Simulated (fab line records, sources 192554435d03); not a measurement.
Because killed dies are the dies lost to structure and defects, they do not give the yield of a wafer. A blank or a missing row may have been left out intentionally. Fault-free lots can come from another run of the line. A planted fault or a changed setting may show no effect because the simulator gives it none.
Which tool is to blame? / flow n5 finfet / 27 wafers from 10 lots sampled at 5 of the route's 1938 steps

== WHAT THE GAUGES READ, wafer by wafer ==
N5_MOL_CONTACT_COAG_THK_MEAS_29. Usual: MD_CAP_THK gives 17.93 nm (standard deviation 0.091).
lot=L628; measured=day 5 08:16; on=film metro-01; MD_CAP_THK (nm)=18.04 17.86 17.90; flag=
lot=L630; measured=day 5 22:11; on=film metro-02; MD_CAP_THK (nm)=17.94 17.79 17.89; flag=
lot=L631; measured=day 6 02:16; on=film metro-01; MD_CAP_THK (nm)=17.84 17.76 17.91; flag=
lot=L633; measured=day 6 13:12; on=film metro-02; MD_CAP_THK (nm)=17.79 17.89 17.85; flag=
lot=L636; measured=day 7 08:35; on=film metro-01; MD_CAP_THK (nm)=17.98 17.94; flag=
lot=L637; measured=day 7 18:22; on=film metro-02; MD_CAP_THK (nm)=17.81 17.97; flag=
lot=L640; measured=day 8 06:46; on=film metro-01; MD_CAP_THK (nm)=18.03 17.89; flag=
lot=L641; measured=day 8 14:30; on=film metro-02; MD_CAP_THK (nm)=18.06 17.94 17.95; flag=
lot=L648; measured=day 10 11:52; on=film metro-01; MD_CAP_THK (nm)=17.94 17.87 17.79; flag=
lot=L650; measured=day 10 21:38; on=film metro-01; MD_CAP_THK (nm)=17.84 17.98 18.00; flag=

N5_BEOL_M4_RC_MEAS_101. Usual: DIBL_N 36.2 mV/V, standard deviation 2; DIBL_P 36.1 mV/V, standard deviation 2.4; IOFF_N 0.16 nA/um, standard deviation 0.035; IOFF_P 0.22 nA/um, standard deviation 0.041; ION_N 675 uA/um, standard deviation 14; ION_P 465 uA/um, standard deviation 8.6; SS_N 71.5 mV/dec, standard deviation 0.64; SS_P 73.2 mV/dec, standard deviation 0.76; VT_N 250 mV, standard deviation 3.9; VT_P -249 mV, standard deviation 3.4.
lot=L628; measured=day 8 23:46; on=prober-01; DIBL_N (mV/V)=34.7 35.5 35.6; DIBL_P (mV/V)=37.9 37.3 38.7; IOFF_N (nA/um)=0.14 0.15 0.15; IOFF_P (nA/um)=0.24 0.23 0.26; ION_N (uA/um)=670 667 663; ION_P (uA/um)=471 460 470; SS_N (mV/dec)=70.7 71.5 71.1; SS_P (mV/dec)=73.3 73.1 74.4; VT_N (mV)=253 252 251; VT_P (mV)=-247 -249 -245; flag=
lot=L630; measured=day 9 04:04; on=prober-02; DIBL_N (mV/V)=36.6 35.0 37.3; DIBL_P (mV/V)=35.9 33.7 37.3; IOFF_N (nA/um)=0.18 0.14 0.20; IOFF_P (nA/um)=0.23 0.18 0.25; ION_N (uA/um)=688 659 688; ION_P (uA/um)=476 447 469; SS_N (mV/dec)=71.7 71.1 71.7; SS_P (mV/dec)=73.7 72.8 74.3; VT_N (mV)=245 251 241; VT_P (mV)=-248 -252 -246; flag=
lot=L631; measured=day 9 07:08; on=prober-02; DIBL_N (mV/V)=32.9 34.0 33.6; DIBL_P (mV/V)=33.1 35.1 35.0; IOFF_N (nA/um)=0.10 0.12 0.10; IOFF_P (nA/um)=0.15 0.18 0.17; ION_N (uA/um)=650 658 643; ION_P (uA/um)=449 463 454; SS_N (mV/dec)=71.1 71.1 70.4; SS_P (mV/dec)=71.9 72.5 73.3; VT_N (mV)=256 254 257; VT_P (mV)=-252 -250 -252; flag=
lot=L633; measured=day 9 14:08; on=prober-01; DIBL_N (mV/V)=34.8 35.7 35.7; DIBL_P (mV/V)=34.5 36.2 36.0; IOFF_N (nA/um)=0.13 0.16 0.16; IOFF_P (nA/um)=0.20 0.22 0.23; ION_N (uA/um)=665 680 675; ION_P (uA/um)=456 470 476; SS_N (mV/dec)=71.7 71.5 71.6; SS_P (mV/dec)=72.6 73.6 72.8; VT_N (mV)=248 248 249; VT_P (mV)=-251 -246 -249; flag=
lot=L636; measured=day 10 09:11; on=prober-02; DIBL_N (mV/V)=38.0 37.2; DIBL_P (mV/V)=38.3 37.9; IOFF_N (nA/um)=0.20 0.18; IOFF_P (nA/um)=0.25 0.25; ION_N (uA/um)=684 673; ION_P (uA/um)=474 469; SS_N (mV/dec)=70.9 71.1; SS_P (mV/dec)=73.9 73.4; VT_N (mV)=243 245; VT_P (mV)=-247 -247; flag=
lot=L637; measured=day 10 10:59; on=prober-02; DIBL_N (mV/V)=36.6 39.9; DIBL_P (mV/V)=35.6 38.2; IOFF_N (nA/um)=0.15 0.20; IOFF_P (nA/um)=0.20 0.24; ION_N (uA/um)=679 688; ION_P (uA/um)=463 464; SS_N (mV/dec)=71.3 72.2; SS_P (mV/dec)=73.9 74.2; VT_N (mV)=250 248; VT_P (mV)=-251 -248; flag=
lot=L640; measured=day 11 15:52; on=prober-01; DIBL_N (mV/V)=37.1 40.6; DIBL_P (mV/V)=38.2 41.0; IOFF_N (nA/um)=0.16 0.24; IOFF_P (nA/um)=0.24 0.29; ION_N (uA/um)=678 693; ION_P (uA/um)=467 469; SS_N (mV/dec)=71.9 72.9; SS_P (mV/dec)=73.2 73.8; VT_N (mV)=249 243; VT_P (mV)=-248 -247; flag=
lot=L641; measured=day 11 22:15; on=prober-01; DIBL_N (mV/V)=38.9 39.1 36.9; DIBL_P (mV/V)=38.2 38.8 34.9; IOFF_N (nA/um)=0.21 0.21 0.16; IOFF_P (nA/um)=0.26 0.28 0.22; ION_N (uA/um)=693 697 672; ION_P (uA/um)=479 473 459; SS_N (mV/dec)=72.0 71.6 71.2; SS_P (mV/dec)=73.1 74.4 74.1; VT_N (mV)=242 247 247; VT_P (mV)=-246 -244 -249; flag=
lot=L648; measured=day 13 07:56; on=prober-02; DIBL_N (mV/V)=35.1 39.0 39.5; DIBL_P (mV/V)=34.5 38.9 40.1; IOFF_N (nA/um)=0.12 0.17 0.18; IOFF_P (nA/um)=0.15 0.20 0.21; ION_N (uA/um)=673 664 679; ION_P (uA/um)=450 453 456; SS_N (mV/dec)=70.5 72.7 72.6; SS_P (mV/dec)=73.3 74.4 73.8; VT_N (mV)=255 254 256; VT_P (mV)=-255 -252 -253; flag=
lot=L650; measured=day 14 02:49; on=prober-01; DIBL_N (mV/V)=36.4 36.0 33.9; DIBL_P (mV/V)=36.3 36.5 33.8; IOFF_N (nA/um)=0.15 0.14 0.12; IOFF_P (nA/um)=0.18 0.18 0.16; ION_N (uA/um)=654 671 669; ION_P (uA/um)=446 454 458; SS_N (mV/dec)=71.6 71.5 70.8; SS_P (mV/dec)=73.3 73.3 71.7; VT_N (mV)=257 254 254; VT_P (mV)=-255 -254 -256; flag=

== WHAT TOOL EACH LOT RAN ON (gives the tool, then ch and the chambers of the sampled wafers, and finally the start) ==
lot=L628; N5_MOL_CONTACT_COAG_ETCH_59=rie diel-03 ch 0,1, day 5 00:19; N5_MOL_CONTACT_COAG_TI_SIL_19=pvd sputter-02, day 5 02:15; N5_MOL_CONTACT_COAG_ALD_27=ald sin-02 ch 2,3, day 5 06:24
lot=L630; N5_MOL_CONTACT_COAG_ETCH_59=rie diel-04 ch 1,2, day 5 10:45; N5_MOL_CONTACT_COAG_TI_SIL_19=pvd sputter-01, day 5 11:37; N5_MOL_CONTACT_COAG_ALD_27=ald sin-03 ch 0,1, day 5 20:20
lot=L631; N5_MOL_CONTACT_COAG_ETCH_59=rie diel-03 ch 0,1,3, day 5 17:22; N5_MOL_CONTACT_COAG_TI_SIL_19=pvd sputter-01, day 5 19:10; N5_MOL_CONTACT_COAG_ALD_27=ald sin-03 ch 0,1,3, day 6 00:24
lot=L633; N5_MOL_CONTACT_COAG_ETCH_59=rie diel-01 ch 0,1,3, day 6 03:13; N5_MOL_CONTACT_COAG_TI_SIL_19=pvd sputter-01, day 6 04:01; N5_MOL_CONTACT_COAG_ALD_27=ald sin-02 ch 1,2,3, day 6 11:20
lot=L636; N5_MOL_CONTACT_COAG_ETCH_59=rie diel-03 ch 1,2, day 6 23:13; N5_MOL_CONTACT_COAG_TI_SIL_19=pvd sputter-03, day 7 00:02; N5_MOL_CONTACT_COAG_ALD_27=ald sin-03 ch 0, day 7 06:44
lot=L637; N5_MOL_CONTACT_COAG_ETCH_59=rie diel-04 ch 0,3, day 7 03:09; N5_MOL_CONTACT_COAG_TI_SIL_19=pvd sputter-03, day 7 05:39; N5_MOL_CONTACT_COAG_ALD_27=ald sin-03 ch 0,1, day 7 16:31
lot=L640; N5_MOL_CONTACT_COAG_ETCH_59=rie diel-01 ch 1,3, day 7 22:31; N5_MOL_CONTACT_COAG_TI_SIL_19=pvd sputter-02, day 8 00:12; N5_MOL_CONTACT_COAG_ALD_27=ald sin-03 ch 0,2, day 8 04:54
lot=L641; N5_MOL_CONTACT_COAG_ETCH_59=rie diel-03 ch 0,3, day 8 05:14; N5_MOL_CONTACT_COAG_TI_SIL_19=pvd sputter-01, day 8 06:05; N5_MOL_CONTACT_COAG_ALD_27=ald sin-01 ch 1,2, day 8 12:38
lot=L648; N5_MOL_CONTACT_COAG_ETCH_59=rie diel-01 ch 1,3, day 9 23:09; N5_MOL_CONTACT_COAG_TI_SIL_19=pvd sputter-03, day 9 23:58; N5_MOL_CONTACT_COAG_ALD_27=ald sin-02 ch 0,1,2, day 10 09:52
lot=L650; N5_MOL_CONTACT_COAG_ETCH_59=rie diel-01 ch 1,2,3, day 10 11:51; N5_MOL_CONTACT_COAG_TI_SIL_19=pvd sputter-01, day 10 14:05; N5_MOL_CONTACT_COAG_ALD_27=ald sin-02 ch 1,2,3, day 10 19:46
- N5_MOL_CONTACT_COAG_ETCH_59: etches underlayer in N2/H2, target depth 13 nm, time 10.4 s.
- N5_MOL_CONTACT_COAG_TI_SIL_19: material Ti, target thk 4.2 nm, time 15 s.
- N5_MOL_CONTACT_COAG_ALD_27: deposits SiOC, target thk 17 nm, pulse time 1.5 s, time 2720 s.

== AS READ BY THE TOOLS THEMSELVES (means over the sampled wafers that have a number; for cases with no such wafer, the mark the record gives instead) ==
N5_MOL_CONTACT_COAG_ETCH_59. Usual: drypump motor current A is 5.6 A with standard deviation 0.4, etch rf on time s is 10.28 s with standard deviation 0.26, h2 flow sccm is 200.0 sccm with standard deviation 0.54, oes product au is 0.68 a.u. with standard deviation 0.082, rf vpp V is 523.2 V with standard deviation 1.8, showerhead plenum p Torr is 2.51 Torr with standard deviation 0.057, and throttle valve pct is 17.7 % with standard deviation 0.31.
lot=L628; tool=rie diel-03; drypump motor current A (A)=6.0; etch rf on time s (s)=10.44; h2 flow sccm (sccm)=200.1; oes product au (a.u.)=0.61; rf vpp V (V)=524.3; showerhead plenum p Torr (Torr)=2.55; throttle valve pct (%)=17.9; flag=
lot=L630; tool=rie diel-04; drypump motor current A (A)=5.4; etch rf on time s (s)=10.23; h2 flow sccm (sccm)=200.5; oes product au (a.u.)=0.80; rf vpp V (V)=522.4; showerhead plenum p Torr (Torr)=2.49; throttle valve pct (%)=17.6; flag=
lot=L631; tool=rie diel-03; drypump motor current A (A)=5.6; etch rf on time s (s)=10.26; h2 flow sccm (sccm)=199.8; oes product au (a.u.)=0.61; rf vpp V (V)=524.6; showerhead plenum p Torr (Torr)=2.55; throttle valve pct (%)=18.1; flag=
lot=L633; tool=rie diel-01; drypump motor current A (A)=5.6; etch rf on time s (s)=10.04; h2 flow sccm (sccm)=200.2; oes product au (a.u.)=0.67; rf vpp V (V)=523.6; showerhead plenum p Torr (Torr)=2.54; throttle valve pct (%)=17.6; flag=
lot=L636; tool=rie diel-03; drypump motor current A (A)=5.3; etch rf on time s (s)=10.04; h2 flow sccm (sccm)=200.1; oes product au (a.u.)=0.82; rf vpp V (V)=525.6; showerhead plenum p Torr (Torr)=2.59; throttle valve pct (%)=17.5; flag=
lot=L637; tool=rie diel-04; drypump motor current A (A)=5.5; etch rf on time s (s)=10.49; h2 flow sccm (sccm)=199.4; oes product au (a.u.)=0.64; rf vpp V (V)=521.5; showerhead plenum p Torr (Torr)=2.47; throttle valve pct (%)=17.8; flag=
lot=L640; tool=rie diel-01; drypump motor current A (A)=5.5; etch rf on time s (s)=10.24; h2 flow sccm (sccm)=199.8; oes product au (a.u.)=0.67; rf vpp V (V)=525.2; showerhead plenum p Torr (Torr)=2.59; throttle valve pct (%)=17.5; flag=
lot=L641; tool=rie diel-03; drypump motor current A (A)=5.7; etch rf on time s (s)=10.41; h2 flow sccm (sccm)=200.5; oes product au (a.u.)=0.60; rf vpp V (V)=522.8; showerhead plenum p Torr (Torr)=2.52; throttle valve pct (%)=18.2; flag=
lot=L648; tool=rie diel-01; drypump motor current A (A)=5.5; etch rf on time s (s)=10.11; h2 flow sccm (sccm)=199.8; oes product au (a.u.)=0.64; rf vpp V (V)=526.9; showerhead plenum p Torr (Torr)=2.60; throttle valve pct (%)=17.6; flag=
lot=L650; tool=rie diel-01; drypump motor current A (A)=5.6; etch rf on time s (s)=10.36; h2 flow sccm (sccm)=199.8; oes product au (a.u.)=0.69; rf vpp V (V)=523.8; showerhead plenum p Torr (Torr)=2.56; throttle valve pct (%)=17.6; flag=

N5_MOL_CONTACT_COAG_TI_SIL_19. Usual: throttle valve pct reads 30.4 % (standard deviation 0.8).
lot=L628; tool=pvd sputter-02; throttle valve pct (%)=30.9; flag=
lot=L630; tool=pvd sputter-01; throttle valve pct (%)=30.5; flag=
lot=L631; tool=pvd sputter-01; throttle valve pct (%)=30.2; flag=
lot=L633; tool=pvd sputter-01; throttle valve pct (%)=30.6; flag=
lot=L636; tool=pvd sputter-03; throttle valve pct (%)=30.8; flag=
lot=L637; tool=pvd sputter-03; throttle valve pct (%)=30.1; flag=
lot=L640; tool=pvd sputter-02; throttle valve pct (%)=31.1; flag=
lot=L641; tool=pvd sputter-01; throttle valve pct (%)=30.2; flag=
lot=L648; tool=pvd sputter-03; throttle valve pct (%)=30.3; flag=
lot=L650; tool=pvd sputter-01; throttle valve pct (%)=30.2; flag=

N5_MOL_CONTACT_COAG_ALD_27. Usual: heater power w 820 W, standard deviation 56; precursor pulse height rel 0.997, standard deviation 0.019; run length s 2769.7 s, standard deviation 0.46.
lot=L628; tool=ald sin-02; heater power w (W)=802; precursor pulse height rel=1.000; run length s (s)=2769.3; flag=
lot=L630; tool=ald sin-03; heater power w (W)=769; precursor pulse height rel=1.015; run length s (s)=2769.7; flag=
lot=L631; tool=ald sin-03; heater power w (W)=787; precursor pulse height rel=1.013; run length s (s)=2770.0; flag=
lot=L633; tool=ald sin-02; heater power w (W)=843; precursor pulse height rel=1.001; run length s (s)=2769.7; flag=
lot=L636; tool=ald sin-03; heater power w (W)=732; precursor pulse height rel=0.994; run length s (s)=2617.6; flag=OFF
lot=L637; tool=ald sin-03; heater power w (W)=788; precursor pulse height rel=0.990; run length s (s)=2617.6; flag=OFF
lot=L640; tool=ald sin-03; heater power w (W)=798; precursor pulse height rel=0.997; run length s (s)=2465.6; flag=OFF
lot=L641; tool=ald sin-01; heater power w (W)=783; precursor pulse height rel=0.988; run length s (s)=2769.4; flag=
lot=L648; tool=ald sin-02; heater power w (W)=842; precursor pulse height rel=1.020; run length s (s)=2769.3; flag=
lot=L650; tool=ald sin-02; heater power w (W)=796; precursor pulse height rel=1.001; run length s (s)=2769.3; flag=

== THE ANSWER, worked out from the rows above alone ==
Rule: lot off if the mean of its wafers having a number is beyond 3 standard deviations from the usual mean. Also off: a lot with no number at a reading for which 4 or more lots have one. Where the step has rows for the other lots, those lots are counted as sound. After the gauges, taken in route order, come the tools' own readings; for these a lot's mean is taken, as printed above. At the first step where some lot is off, the reading lying furthest off is the one used; lots without a number count as furthest.
Off: L636, L637, L640, at N5_MOL_CONTACT_COAG_ALD_27 (run length s).
A tool fits if, at that step or a process step before it, it ran every lot that is off, and no sound lot after the first of them. One fits: N5_MOL_CONTACT_COAG_ALD_27 on ald sin-03. Its last sound lot is L631 (day 6 00:24), its first lot that is off L636 (day 7 06:44): a fault that began between those two fits.
On the lots that are off, the tool's own readings at N5_MOL_CONTACT_COAG_ALD_27 differ by more than 5 times the standard deviation of the sound lots' means, which bears it out; run length s reads 2566.9 s there versus 2769.5 s on the sound lots.

== WHAT THE SIMULATOR PUT IN ==
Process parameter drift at N5_MOL_CONTACT_COAG_ALD_27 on ald sin-03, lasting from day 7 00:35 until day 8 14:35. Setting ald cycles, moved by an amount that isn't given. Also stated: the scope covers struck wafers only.
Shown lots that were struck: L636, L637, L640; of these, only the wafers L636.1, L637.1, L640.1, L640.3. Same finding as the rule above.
